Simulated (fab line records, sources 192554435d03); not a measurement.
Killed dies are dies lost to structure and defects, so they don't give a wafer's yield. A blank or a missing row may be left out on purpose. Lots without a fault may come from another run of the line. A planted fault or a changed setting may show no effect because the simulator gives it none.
fab line records | flow n5_finfet
record lots=24 wafers=72 last_day=19
route steps=1938 shown BEOL_M9@1414 BEOL_M10@1472
lots that met no fault: from a run of the same line without faults
start_h: hours from the record's first day to the start of the lot's first wafer shown | wait_h: hours since the lot's step before | " the same as in the row above | L1.1+2: a row that stands for several wafers | - no value, or no start given | * or withheld: withheld | < > ~ a bound
route shown NAME@n: a module of which the file shows steps, and the number in the route of the first | usual: mean/standard deviation of fault-free wafers | same: alike in all rows | chamber/n: place in a boat | sites: the reading at each site | _std_site: their standard deviation | _edge_site: outer sites' mean less inner sites' | radius_mm: how far each site lies from the wafer's centre | mask NAME#n: copy n | behind: the tool/chamber that last shaped the wafer | hold: why the lot was held/for how many hours/how that ended | device: the transistor (n, p or np) that didn't switch | end of line: the same wafers' tests at the end of the route | a step without rows: its recipe alone | killed: dies lost to structure and defects at the first sort, not the wafer's yield | map: a wafer's dies, x killed, . not, _ none there
set.NAME: the setting as run; set.NAME@STEP: as run at that earlier step | model.NAME: the simulator's own value behind a step, which no gauge read
steps of the route over a sample of lots; a table a step, a row a wafer
services: from which hour (start_h, from the record's first day; less than 0 if before it) a tool's chamber was out of use, for how many hours, and why
## steps
# step N5_BEOL_M9_CD_MEAS_11
# recipe target_cd_nm=64.1 landing_energy_ev=500 detector=se_inlens polarity=opening
# usual cd_nm=64.2/0.59
# columns lot.wafer tool chamber start_h wait_h cd_nm
L074.1 cd_sem-02 0 233.04 - 65.3
L074.4 " 0 " " 64.5
L074.6 " 0 " " 64.4
L075.1 cd_sem-01 0 233.10 - 64.3
L075.2 " 0 " " 64.4
L075.6 " 0 " " 65.1
L078.2 cd_sem-01 0 281.73 - 62.9
L078.3 " 0 " " 64.5
L078.6 " 0 " " 64.6
L077.4 cd_sem-01 0 285.01 - 62.5
L077.5 " 0 " " 64.3
L077.6 " 0 " " 63.4
L079.1 cd_sem-01 0 302.92 - 63.5
L079.4 " 0 " " 63.8
L079.6 " 0 " " 64.9
L080.2 cd_sem-03 0 303.15 - 63.8
L080.4 " 0 " " 64.1
L080.5 " 0 " " 63.5
L081.1 cd_sem-01 0 315.88 - 64.9
L081.2 " 0 " " 65.1
L081.6 " 0 " " 64.4
L082.1 cd_sem-03 0 319.96 - 63.3
L082.3 " 0 " " 63.8
L082.4 " 0 " " 63.7
L083.2 cd_sem-03 0 329.85 - 64.2
L083.3 " 0 " " 64.6
L083.6 " 0 " " 64.0
L084.1 cd_sem-02 0 339.02 - 64.4
L084.3 " 0 " " 63.9
L084.4 " 0 " " 64.2
L085.1 cd_sem-02 0 339.67 - 64.7
L085.4 " 0 " " 64.3
L085.6 " 0 " " 64.2
L087.1 cd_sem-03 0 343.39 - 65.1
L087.2 " 0 " " 64.4
L087.5 " 0 " " 64.7
L086.2 cd_sem-02 0 343.65 - 63.8
L086.4 " 0 " " 64.5
L086.5 " 0 " " 64.8
L076.3 cd_sem-02 0 354.20 - 63.7
L076.4 " 0 " " 63.4
L076.6 " 0 " " 63.5
L089.2 cd_sem-01 0 354.36 - 65.6
L089.3 " 0 " " 64.3
L089.5 " 0 " " 64.2
L090.2 cd_sem-01 0 361.49 - 64.7
L090.4 " 0 " " 64.6
L090.6 " 0 " " 63.3
L091.2 cd_sem-03 0 374.85 - 63.9
L091.5 " 0 " " 63.2
L091.6 " 0 " " 64.5
L088.2 cd_sem-01 0 378.78 - 64.6
L088.3 " 0 " " 64.8
L088.6 " 0 " " 64.7
L092.1 cd_sem-01 0 382.11 - 63.8
L092.2 " 0 " " 64.2
L092.4 " 0 " " 63.4
L094.1 cd_sem-01 0 384.33 - 64.5
L094.3 " 0 " " 64.4
L094.4 " 0 " " 63.7
L093.2 cd_sem-03 0 384.56 - 64.0
L093.4 " 0 " " 63.3
L093.6 " 0 " " 63.9
L095.2 cd_sem-01 0 388.25 - 64.4
L095.5 " 0 " " 64.5
L095.6 " 0 " " 64.7
L096.2 cd_sem-02 0 388.95 - 64.7
L096.5 " 0 " " 64.0
L096.6 " 0 " " 64.6
L097.1 cd_sem-01 0 393.60 - 64.5
L097.5 " 0 " " 64.2
L097.6 " 0 " " 64.3
# step N5_BEOL_M9_ETCH_61
# recipe chemistry=CF4 target=SiARC target_depth_a=390 mask_material=CAR-ArF time_s=65 ion_energy_ev=80 pressure_mtorr=40 source_w=545 bias_w=36 Ar_flow_sccm=100 cf4_flow_sccm=100 ends=cleared
# usual drypump_motor_current_A=5.5/0.37 etch_rf_on_time_s=65.1/2 oes_product_au=0.68/0.089 rf_vpp_V=183.6/1.2 showerhead_plenum_p_Torr=2.11/0.074 throttle_valve_pct=15.54/0.26
# columns lot.wafer tool chamber start_h wait_h drypump_motor_current_A etch_rf_on_time_s oes_product_au rf_hours_counter_h rf_vpp_V showerhead_plenum_p_Torr throttle_valve_pct
L074.1 rie_diel-06 3 233.16 0.0 5.4 65.6 0.61 185 182.2 2.04 15.94
L074.4 " 3 " " 5.3 65.4 0.62 - 182.5 2.04 15.93
L074.6 " 0 " " 4.9 67.0 0.72 - 184.3 2.08 15.29
L075.1 rie_diel-02 2 233.22 0.0 5.5 66.6 0.59 250 183.4 2.10 15.60
L075.2 " 1 " " 6.1 67.0 0.60 199 182.5 2.04 15.40
L075.6 " 3 " " 5.7 64.2 0.61 - 185.3 2.10 15.90
L078.2 rie_diel-06 1 282.56 0.0 5.7 62.0 0.62 224 181.5 2.05 15.66
L078.3 " 0 " " 4.9 67.1 0.71 52 183.3 2.08 15.30
L078.6 " 2 " " 5.2 65.1 0.60 - 184.4 2.20 15.74
L077.4 rie_diel-04 3 285.32 0.0 5.7 63.6 0.57 - 183.0 2.09 15.82
L077.5 " 2 " " 5.3 67.9 0.60 - 185.6 2.21 15.74
L077.6 " 0 " " 5.8 64.0 0.75 - 184.5 2.10 15.33
L079.1 rie_diel-06 0 303.12 0.0 4.8 66.9 0.70 58 181.5 2.08 15.32
L079.4 " 2 " " 5.2 64.4 0.60 242 183.8 2.20 15.77
L079.6 " 1 " " 5.7 62.2 0.62 - 183.5 2.04 15.66
L080.2 rie_diel-04 0 303.58 0.0 5.8 64.2 0.75 52 184.0 2.10 15.34
L080.4 " 0 " " 5.8 63.9 0.76 - 182.6 2.09 15.34
L080.5 " 1 " " 6.3 62.2 0.82 - 186.0 2.28 15.35
L081.1 rie_diel-06 0 316.72 0.0 4.9 68.1 0.69 63 183.4 2.08 15.32
L081.2 " 2 " " 5.3 65.5 0.59 246 183.5 2.19 15.78
L081.6 " 3 " " 5.3 66.0 0.60 - 181.1 2.04 15.99
L082.1 rie_diel-06 0 320.31 0.0 4.9 68.0 0.69 64 182.5 2.08 15.31
L082.3 " 1 " " 5.6 62.6 0.61 237 181.7 2.04 15.67
L082.4 " 2 " " 5.2 65.4 0.59 248 185.6 2.19 15.76
L083.2 rie_diel-06 0 330.07 0.0 4.9 67.8 0.68 68 181.5 2.08 15.33
L083.3 " 1 " " 5.7 62.7 0.61 241 183.5 2.04 15.69
L083.6 " 0 " " 4.9 68.1 0.68 - 183.0 2.08 15.35
L084.1 rie_diel-06 1 340.87 0.0 5.7 63.7 0.60 247 182.2 2.04 15.68
L084.3 " 3 " " 5.3 66.1 0.60 220 182.8 2.03 16.01
L084.4 " 0 " " 4.9 67.7 0.67 - 185.9 2.07 15.34
L085.1 rie_diel-06 1 341.32 0.0 5.7 63.5 0.61 248 181.2 2.04 15.70
L085.4 " 1 " " 5.7 62.7 0.61 - 183.8 2.04 15.69
L085.6 " 3 " " 5.4 65.0 0.60 - 181.8 2.03 16.01
L087.1 rie_diel-06 0 344.11 0.0 4.9 67.4 0.68 77 183.3 2.07 15.36
L087.2 " 3 " " 5.4 65.0 0.60 222 182.9 2.03 16.02
L087.5 " 0 " " 4.9 67.4 0.68 - 182.2 2.07 15.35
L086.2 rie_diel-04 1 344.35 0.0 6.3 62.9 0.78 22 186.8 2.28 15.38
L086.4 " 0 " " 5.8 63.8 0.74 67 184.5 2.09 15.36
L086.5 " 0 " " 5.8 63.5 0.73 - 183.9 2.09 15.36
L076.3 rie_diel-04 0 354.32 0.0 5.8 64.6 0.73 70 184.3 2.09 15.38
L076.4 " 1 " " 6.2 63.6 0.77 25 183.9 2.27 15.38
L076.6 " 3 " " 5.6 63.8 0.81 - 182.6 2.09 15.32
L089.2 rie_diel-02 0 354.49 0.0 5.4 65.4 0.77 26 183.3 2.18 15.43
L089.3 " 3 " " 5.7 65.4 0.60 247 184.1 2.10 15.92
L089.5 " 3 " " 5.7 65.5 0.59 - 182.7 2.10 15.90
L090.2 rie_diel-02 0 361.61 0.0 5.4 64.8 0.76 28 184.8 2.18 15.43
L090.4 " 3 " " 5.7 65.8 0.59 249 184.0 2.09 15.92
L090.6 " 1 " " 6.1 67.9 0.59 - 182.7 2.03 15.42
L091.2 rie_diel-04 1 374.99 0.0 6.3 62.5 0.77 32 185.8 2.27 15.40
L091.5 " 1 " " 6.2 62.4 0.77 - 184.6 2.27 15.40
L091.6 " 2 " " 5.2 68.0 0.58 - 184.7 2.20 15.80
L088.2 rie_diel-02 1 379.70 0.0 6.1 68.6 0.59 218 183.3 2.03 15.42
L088.3 " 0 " " 5.4 65.1 0.75 36 184.3 2.17 15.43
L088.6 " 2 " " 5.5 65.5 0.81 - 183.8 2.10 15.17
L092.1 rie_diel-04 2 382.23 0.0 5.2 67.4 0.58 228 185.9 2.20 15.79
L092.2 " 1 " " 6.3 62.3 0.76 35 185.4 2.27 15.41
L092.4 " 0 " " 5.8 64.6 0.72 80 183.0 2.09 15.41
L094.1 rie_diel-02 1 384.46 0.0 6.0 68.2 0.58 220 182.8 2.03 15.43
L094.3 " 3 " " 5.7 63.2 0.89 0 183.7 2.09 15.43
L094.4 " 0 " " 5.4 64.9 0.76 37 183.7 2.17 15.43
L093.2 rie_diel-04 2 384.79 0.0 5.2 67.5 0.58 229 184.4 2.20 15.83
L093.4 " 3 " " 5.7 61.2 0.80 19 184.0 2.08 15.35
L093.6 " 0 " " 5.8 64.5 0.71 - 182.2 2.09 15.39
L095.2 rie_diel-06 0 388.67 0.0 4.9 67.8 0.67 88 184.4 2.07 15.38
L095.5 " 3 " " 5.4 65.7 0.59 - 182.2 2.03 16.03
L095.6 " 0 " " 5.0 67.6 0.66 - 183.4 2.07 15.39
L096.2 rie_diel-04 1 389.92 0.0 6.3 63.4 0.75 38 186.1 2.27 15.41
L096.5 " 0 " " 5.8 65.1 0.71 - 183.6 2.08 15.39
L096.6 " 1 " " 6.3 63.5 0.76 - 184.2 2.27 15.42
L097.1 rie_diel-02 2 393.72 0.0 5.5 66.0 0.80 20 183.3 2.09 15.17
L097.5 " 2 " " 5.5 65.5 0.80 - 182.9 2.10 15.17
L097.6 " 1 " " 6.0 68.3 0.58 - 182.3 2.03 15.44
# step N5_BEOL_M9_STRIP_67
# recipe chemistry=CF4 resist=SiARC power_w=300 bias_power_w=75 pressure_mtorr=50 cf4_flow_sccm=150 rf_frequency_hz=6e+07
# usual drypump_motor_current_A=5.5/0.36 oes_product_au=0.80/0.098 rf_vpp_V=270.5/1.5 showerhead_plenum_p_Torr=1.76/0.059 throttle_valve_pct=13.51/0.28
# columns lot.wafer tool chamber start_h wait_h drypump_motor_current_A oes_product_au rf_hours_counter_h rf_vpp_V showerhead_plenum_p_Torr throttle_valve_pct
L074.1 rie_diel-06 3 233.36 0.0 5.4 0.72 185 269.0 1.71 13.92
L074.4 " 3 " " 5.4 0.73 - 269.3 1.71 13.91
L074.6 " 0 " " 4.9 0.86 - 269.3 1.74 13.19
L075.1 rie_diel-02 2 233.42 0.0 5.5 0.70 250 269.9 1.75 13.60
L075.2 " 1 " " 6.0 0.71 199 270.0 1.71 13.42
L075.6 " 3 " " 5.7 0.71 - 269.7 1.76 13.94
L078.2 rie_diel-06 1 282.76 0.0 5.6 0.71 224 267.4 1.71 13.62
L078.3 " 0 " " 4.9 0.84 52 270.3 1.74 13.24
L078.6 " 2 " " 5.2 0.70 - 273.3 1.84 13.76
L077.4 rie_diel-04 3 285.50 0.0 5.6 0.66 - 270.7 1.75 13.86
L077.5 " 2 " " 5.2 0.72 - 272.7 1.84 13.69
L077.6 " 0 " " 5.8 0.88 - 269.7 1.75 13.25
L079.1 rie_diel-06 0 303.31 0.0 4.9 0.83 59 271.0 1.73 13.26
L079.4 " 2 " " 5.2 0.69 242 272.3 1.84 13.77
L079.6 " 1 " " 5.7 0.71 - 269.5 1.71 13.65
L080.2 rie_diel-04 0 303.78 0.0 5.8 0.87 52 269.8 1.75 13.27
L080.4 " 0 " " 5.8 0.87 - 269.0 1.75 13.28
L080.5 " 1 " " 6.2 0.94 - 274.2 1.90 13.23
L081.1 rie_diel-06 0 316.92 0.0 4.9 0.82 63 270.3 1.73 13.27
L081.2 " 2 " " 5.2 0.69 246 272.1 1.84 13.78
L081.6 " 3 " " 5.3 0.71 - 269.1 1.71 13.97
L082.1 rie_diel-06 0 320.51 0.0 4.9 0.82 64 270.4 1.73 13.27
L082.3 " 1 " " 5.6 0.71 237 268.2 1.70 13.65
L082.4 " 2 " " 5.2 0.69 248 271.7 1.84 13.78
L083.2 rie_diel-06 0 330.27 0.0 4.9 0.82 68 270.1 1.73 13.26
L083.3 " 1 " " 5.7 0.70 241 268.4 1.70 13.67
L083.6 " 0 " " 4.9 0.82 - 269.7 1.73 13.27
L084.1 rie_diel-06 1 341.06 0.0 5.7 0.70 247 269.2 1.70 13.67
L084.3 " 3 " " 5.3 0.70 220 269.9 1.70 13.98
L084.4 " 0 " " 4.9 0.81 - 270.6 1.73 13.30
L085.1 rie_diel-06 1 341.52 0.0 5.7 0.70 248 269.7 1.70 13.68
L085.4 " 1 " " 5.7 0.70 - 268.5 1.70 13.68
L085.6 " 3 " " 5.3 0.70 - 268.2 1.70 13.97
L087.1 rie_diel-06 0 344.30 0.0 4.9 0.81 77 269.8 1.73 13.28
L087.2 " 3 " " 5.4 0.70 222 270.1 1.70 13.99
L087.5 " 0 " " 4.9 0.80 - 270.4 1.73 13.30
L086.2 rie_diel-04 1 344.54 0.0 6.3 0.90 22 271.5 1.89 13.27
L086.4 " 0 " " 5.8 0.85 67 269.8 1.75 13.31
L086.5 " 0 " " 5.8 0.85 - 270.6 1.75 13.31
L076.3 rie_diel-04 0 354.52 0.0 5.8 0.84 70 269.8 1.75 13.32
L076.4 " 1 " " 6.3 0.89 25 274.9 1.89 13.28
L076.6 " 3 " " 5.7 0.94 - 270.1 1.75 13.27
L089.2 rie_diel-02 0 354.68 0.0 5.4 0.90 26 272.9 1.82 13.37
L089.3 " 3 " " 5.7 0.70 247 270.4 1.76 13.96
L089.5 " 3 " " 5.7 0.70 - 269.9 1.76 13.95
L090.2 rie_diel-02 0 361.81 0.0 5.4 0.90 28 272.3 1.82 13.36
L090.4 " 3 " " 5.7 0.70 249 271.8 1.76 13.95
L090.6 " 1 " " 6.1 0.71 - 270.0 1.71 13.44
L091.2 rie_diel-04 1 375.19 0.0 6.3 0.88 32 272.1 1.89 13.28
L091.5 " 1 " " 6.3 0.88 - 273.2 1.89 13.28
L091.6 " 2 " " 5.2 0.70 - 272.9 1.83 13.78
L088.2 rie_diel-02 1 379.90 0.0 6.0 0.70 218 269.2 1.70 13.45
L088.3 " 0 " " 5.4 0.89 36 270.6 1.82 13.38
L088.6 " 2 " " 5.5 0.95 - 267.6 1.75 13.07
L092.1 rie_diel-04 2 382.43 0.0 5.2 0.69 228 270.3 1.83 13.76
L092.2 " 1 " " 6.2 0.88 35 274.5 1.89 13.31
L092.4 " 0 " " 5.8 0.84 80 270.6 1.74 13.33
L094.1 rie_diel-02 1 384.66 0.0 6.0 0.70 220 269.2 1.70 13.47
L094.3 " 3 " " 5.7 1.01 0 269.2 1.76 13.39
L094.4 " 0 " " 5.4 0.87 38 271.8 1.82 13.37
L093.2 rie_diel-04 2 384.98 0.0 5.2 0.69 229 272.6 1.83 13.76
L093.4 " 3 " " 5.6 0.91 19 269.1 1.75 13.30
L093.6 " 0 " " 5.8 0.83 - 270.0 1.75 13.33
L095.2 rie_diel-06 0 388.86 0.0 4.9 0.79 88 270.7 1.73 13.33
L095.5 " 3 " " 5.4 0.69 - 269.9 1.70 14.03
L095.6 " 0 " " 4.9 0.79 - 270.0 1.73 13.32
L096.2 rie_diel-04 1 390.12 0.0 6.3 0.87 38 273.6 1.89 13.31
L096.5 " 0 " " 5.8 0.83 - 271.1 1.74 13.36
L096.6 " 1 " " 6.3 0.87 - 273.8 1.89 13.33
L097.1 rie_diel-02 2 393.92 0.0 5.5 0.94 20 270.5 1.75 13.10
L097.5 " 2 " " 5.5 0.94 - 270.5 1.75 13.09
L097.6 " 1 " " 6.0 0.69 - 268.8 1.70 13.45
# step N5_BEOL_M9_TRENCH_ETCH_37
# recipe chemistry=C4F6/O2 target_depth_a=1514.3 target=SiCOH_lowk time_s=49 ion_energy_ev=250 pressure_mtorr=30 source_w=345 bias_w=185 Ar_flow_sccm=300 C4F6_flow_sccm=10 O2_flow_sccm=10
# usual drypump_motor_current_A=5.6/0.36 oes_product_au=0.81/0.11 rf_vpp_V=665/14 showerhead_plenum_p_Torr=2.84/0.11 throttle_valve_pct=20.88/0.22
# columns lot.wafer tool chamber start_h wait_h drypump_motor_current_A oes_product_au rf_hours_counter_h rf_vpp_V showerhead_plenum_p_Torr throttle_valve_pct
L075.1 rie_diel-04 1 - - 6.2 0.69 244 648 2.72 21.22
L075.2 " 0 " " 5.8 0.91 30 645 2.80 20.71
L075.6 " 3 " " 5.7 0.68 - 650 2.78 20.99
L074.1 rie_diel-02 3 - - 5.7 0.71 238 643 2.78 21.12
L074.4 " 3 " " 5.7 0.70 - 643 2.78 21.11
L074.6 " 0 " " 5.5 0.92 - 673 2.90 20.78
L078.2 rie_diel-04 3 - - 5.7 0.67 257 650 2.77 21.02
L078.3 " 2 " " 5.2 0.71 191 678 2.96 21.12
L078.6 " 0 " " 5.8 0.89 - 646 2.79 20.73
L077.4 rie_diel-06 0 - - 4.9 0.84 53 679 2.78 20.70
L077.5 " 2 " " 5.2 0.70 - 678 2.92 21.00
L077.6 " 3 " " 5.4 0.72 - 670 2.72 21.31
L080.2 rie_diel-06 0 - - 4.9 0.81 59 679 2.77 20.70
L080.4 " 3 " " 5.3 0.71 204 670 2.72 21.34
L080.5 " 1 " " 5.6 0.72 - 667 2.73 21.01
L079.1 rie_diel-06 2 - - 5.2 0.70 243 679 2.92 21.01
L079.4 " 0 " " 4.9 0.83 59 677 2.77 20.67
L079.6 " 1 " " 5.7 0.72 - 668 2.73 21.01
L081.1 rie_diel-04 0 - - 5.8 0.85 57 646 2.79 20.75
L081.2 " 2 " " 5.3 0.69 205 679 2.96 21.13
L081.6 " 0 " " 5.8 0.86 - 646 2.79 20.75
L082.1 rie_diel-06 0 - - 4.9 0.80 65 679 2.77 20.68
L082.3 " 1 " " 5.7 0.71 237 667 2.72 21.02
L082.4 " 2 " " 5.2 0.69 249 678 2.92 21.01
L083.2 rie_diel-04 2 - - 5.2 0.69 211 680 2.95 21.17
L083.3 " 1 " " 6.3 0.92 19 659 3.05 20.89
L083.6 " 0 " " 5.8 0.85 - 646 2.79 20.77
L085.1 rie_diel-04 0 - - 5.8 0.85 67 644 2.78 20.78
L085.4 " 2 " " 5.2 0.69 214 678 2.95 21.15
L085.6 " 3 " " 5.6 0.96 - 650 2.77 20.63
L084.1 rie_diel-02 0 - - 5.4 0.93 23 673 2.90 20.80
L084.3 " 3 " " 5.7 0.69 244 643 2.78 21.10
L084.4 " 1 " " 6.1 0.70 205 666 2.70 20.64
L087.1 rie_diel-02 3 - - 5.7 0.69 244 643 2.78 21.12
L087.2 " 1 " " 6.0 0.69 206 665 2.70 20.62
L087.5 " 1 " " 6.0 0.68 - 664 2.70 20.63
L086.2 rie_diel-04 3 - - 5.6 0.97 5 653 2.77 20.61
L086.4 " 2 " " 5.2 0.68 215 678 2.95 21.16
L086.5 " 1 " " 6.3 0.90 - 659 3.05 20.90
L076.3 rie_diel-02 1 - - 6.0 0.70 209 664 2.70 20.63
L076.4 " 2 " " 5.5 0.98 5 691 2.81 20.57
L076.6 " 0 " " 5.5 0.90 - 674 2.89 20.81
L089.2 rie_diel-04 0 - - 5.8 0.85 71 645 2.78 20.75
L089.3 " 3 " " 5.7 0.95 9 651 2.77 20.61
L089.5 " 2 " " 5.3 0.68 - 678 2.95 21.16
L090.2 rie_diel-04 3 - - 5.6 0.93 12 652 2.77 20.62
L090.4 " 2 " " 5.2 0.68 220 679 2.95 21.15
L090.6 " 2 " " 5.2 0.68 - 677 2.95 21.16
L091.2 rie_diel-04 0 - - 5.8 0.83 79 646 2.78 20.80
L091.5 " 2 " " 5.3 0.67 - 679 2.95 21.16
L091.6 " 1 " " 6.3 0.89 - 660 3.04 20.92
L088.2 rie_diel-04 1 - - 6.3 0.89 34 660 3.04 20.92
L088.3 " 0 " " 5.8 0.83 80 646 2.78 20.78
L088.6 " 0 " " 5.8 0.83 - 646 2.78 20.78
L092.1 rie_diel-02 1 - - 6.0 0.68 220 666 2.70 20.65
L092.2 " 0 " " 5.4 0.89 37 674 2.89 20.81
L092.4 " 0 " " 5.4 0.88 - 674 2.89 20.79
L094.1 rie_diel-06 1 - - 5.6 0.97 8 680 3.06 20.66
L094.3 " 3 " " 5.3 0.70 235 672 2.70 21.36
L094.4 " 2 " " 5.2 0.96 12 677 2.91 20.67
L093.2 rie_diel-02 2 - - 5.5 0.94 17 692 2.80 20.61
L093.4 " 3 " " 5.7 1.01 2 643 2.77 20.76
L093.6 " 1 " " 6.1 0.67 - 667 2.70 20.65
L095.2 rie_diel-06 1 - - 5.6 0.96 10 678 3.06 20.67
L095.5 " 1 " " 5.7 0.97 - 679 3.06 20.66
L095.6 " 2 " " 5.2 0.96 - 677 2.91 20.68
L096.2 rie_diel-02 0 - - 5.4 0.87 41 674 2.89 20.82
L096.5 " 2 " " 5.5 0.94 - 691 2.80 20.61
L096.6 " 3 " " 5.7 1.00 - 643 2.77 20.75
L097.1 rie_diel-04 3 - - 5.6 0.92 24 650 2.76 20.64
L097.5 " 0 " " 5.8 0.83 - 645 2.78 20.81
L097.6 " 1 " " 6.3 0.88 - 659 3.04 20.91
# step N5_BEOL_M10_THK_MEAS_01
# recipe reads=SiCOH_lowk_of_BEOL_M10_ILD_DEP_00
# usual M10_ILD_THK=268/3.6
# columns lot.wafer tool chamber start_h wait_h M10_ILD_THK[nm]
L074.1 film_metro-01 - 239.35 0.4 266
L074.4 " - " " 268
L074.6 " - " " 267
L075.1 film_metro-01 - 240.48 0.4 271
L075.2 " - " " 263
L075.6 " - " " 274
L078.2 film_metro-01 - 289.07 0.4 265
L078.3 " - " " 265
L078.6 " - " " 266
L077.4 film_metro-02 - 292.18 0.2 269
L077.5 " - " " 270
L077.6 " - " " 268
L080.2 film_metro-01 - 311.95 0.4 270
L080.4 " - " " 270
L080.5 " - " " 270
L079.1 film_metro-01 - 312.43 0.4 262
L079.4 " - " " 267
L079.6 " - " " 268
L081.1 film_metro-01 - 322.61 0.4 268
L081.2 " - " " 271
L081.6 " - " " 274
L082.1 film_metro-01 - 327.89 0.4 268
L082.3 " - " " 267
L082.4 " - " " 270
L083.2 film_metro-01 - 338.35 0.7 260
L083.3 " - " " 264
L083.6 " - " " 262
L085.1 film_metro-01 - 348.22 0.4 267
L085.4 " - " " 266
L085.6 " - " " 271
L084.1 film_metro-01 - 349.09 0.4 266
L084.3 " - " " 267
L084.4 " - " " 270
L087.1 film_metro-02 - 349.36 0.4 267
L087.2 " - " " 270
L087.5 " - " " 274
L086.2 film_metro-02 - 349.89 0.4 264
L086.4 " - " " 269
L086.5 " - " " 271
L076.3 film_metro-02 - 360.47 0.3 269
L076.4 " - " " 272
L076.6 " - " " 265
L089.2 film_metro-01 - 360.64 0.4 267
L089.3 " - " " 268
L089.5 " - " " 275
L090.2 film_metro-01 - 367.91 0.4 265
L090.4 " - " " 270
L090.6 " - " " 266
L091.2 film_metro-02 - 383.11 0.4 266
L091.5 " - " " 270
L091.6 " - " " 271
L088.2 film_metro-01 - 386.54 0.4 270
L088.3 " - " " 268
L088.6 " - " " 275
L092.1 film_metro-02 - 387.03 0.4 266
L092.2 " - " " 263
L092.4 " - " " 267
L094.1 film_metro-01 - 391.36 0.4 269
L094.3 " - " " 264
L094.4 " - " " 271
L093.2 film_metro-02 - 391.74 0.4 265
L093.4 " - " " 263
L093.6 " - " " 267
L095.2 film_metro-01 - 394.43 0.4 264
L095.5 " - " " 273
L095.6 " - " " 266
L096.2 film_metro-01 - 396.67 0.4 266
L096.5 " - " " 268
L096.6 " - " " 270
L097.1 film_metro-02 - 402.99 0.4 263
L097.5 " - " " 268
L097.6 " - " " 269
# step N5_BEOL_M10_HM_DEP_02
# recipe material=TiN target_thk_a=200 temp_c=25 chamber_pressure_pa=0.49996
# usual throttle_valve_pct=30.2/0.7
# columns lot.wafer tool chamber start_h wait_h throttle_valve_pct
L074.1 pvd_sputter-03 - 242.99 3.6 29.8
L074.4 " - " " 30.0
L074.6 " - " " 30.2
L075.1 pvd_sputter-03 - 243.25 2.7 30.3
L075.2 " - " " 31.2
L075.6 " - " " 29.5
L078.2 pvd_sputter-01 - 291.07 1.9 29.5
L078.3 " - " " 31.2
L078.6 " - " " 31.2
L077.4 pvd_sputter-01 - 295.49 3.2 29.3
L077.5 " - " " 29.4
L077.6 " - " " 29.0
L080.2 pvd_sputter-01 - 315.08 3.1 31.0
L080.4 " - " " 31.2
L080.5 " - " " 29.5
L079.1 pvd_sputter-02 - 315.34 2.9 30.5
L079.4 " - " " 30.9
L079.6 " - " " 30.7
L081.1 pvd_sputter-02 - 322.87 0.2 30.7
L081.2 " - " " 31.1
L081.6 " - " " 30.3
L082.1 pvd_sputter-03 - 329.58 1.6 29.6
L082.3 " - " " 30.9
L082.4 " - " " 30.2
L083.2 pvd_sputter-01 - 338.83 0.4 31.1
L083.3 " - " " 29.2
L083.6 " - " " 29.2
L085.1 pvd_sputter-03 - 352.94 4.7 29.9
L085.4 " - " " 31.2
L085.6 " - " " 30.1
L084.1 pvd_sputter-03 - 353.34 4.2 29.7
L084.3 " - " " 29.6
L084.4 " - " " 30.2
L087.1 pvd_sputter-03 - 353.60 4.2 30.0
L087.2 " - " " 31.1
L087.5 " - " " 30.3
L086.2 pvd_sputter-03 - 353.90 4.0 31.1
L086.4 " - " " 30.3
L086.5 " - " " 29.3
L076.3 pvd_sputter-03 - 361.31 0.8 31.0
L076.4 " - " " 29.8
L076.6 " - " " 29.7
L089.2 pvd_sputter-02 - 361.37 0.7 29.2
L089.3 " - " " 30.8
L089.5 " - " " 30.6
L090.2 pvd_sputter-03 - 369.49 1.5 29.5
L090.4 " - " " 30.8
L090.6 " - " " 29.4
L091.2 pvd_sputter-03 - 384.15 1.0 30.3
L091.5 " - " " 29.8
L091.6 " - " " 29.4
L088.2 pvd_sputter-03 - 387.96 1.4 29.5
L088.3 " - " " 29.5
L088.6 " - " " 29.7
L092.1 pvd_sputter-03 - 388.26 1.2 29.7
L092.2 " - " " 30.4
L092.4 " - " " 29.4
L094.1 pvd_sputter-02 - 393.28 1.9 30.7
L094.3 " - " " 30.9
L094.4 " - " " 29.1
L093.2 pvd_sputter-02 - 393.52 1.7 29.1
L093.4 " - " " 30.2
L093.6 " - " " 29.2
L095.2 pvd_sputter-01 - 394.90 0.4 29.2
L095.5 " - " " 29.2
L095.6 " - " " 29.4
L096.2 pvd_sputter-03 - 400.17 3.4 30.0
L096.5 " - " " 29.6
L096.6 " - " " 30.1
L097.1 pvd_sputter-03 - 404.18 1.1 29.5
L097.5 " - " " 31.1
L097.6 " - " " 30.3
## services
# columns tool chamber start_h hours kind
rie_diel-06 2 226.76 7.4 repair
rie_diel-04 3 236.60 5.9 repair
pvd_sputter-01 - 237.91 1.1 repair
rie_diel-02 - 257.06 72.1 repair
rie_diel-04 1 265.95 - clean
rie_diel-04 1 265.95 - consumable_replace:focus_ring
rie_diel-04 1 265.95 - consumable_replace:showerhead
rie_diel-04 1 265.95 20.5 scheduled_down
rie_diel-04 1 265.95 20.5 vent_cycle
rie_diel-04 3 294.15 6.5 repair
rie_diel-04 3 300.66 - clean
rie_diel-04 3 300.66 - consumable_replace:focus_ring
rie_diel-04 3 300.66 27.3 scheduled_down
rie_diel-04 3 300.66 27.3 vent_cycle
rie_diel-06 2 324.33 - clean
rie_diel-06 2 324.33 - consumable_replace:focus_ring
rie_diel-06 2 324.33 21.0 scheduled_down
rie_diel-06 2 324.33 21.0 vent_cycle
rie_diel-02 - 329.20 14.6 pm
rie_diel-06 3 331.95 2.6 repair
rie_diel-04 - 336.59 4.8 repair
rie_diel-06 - 338.02 0.6 repair
rie_diel-06 0 347.58 3.7 repair
rie_diel-06 - 354.64 4.3 pm
## key
fault none
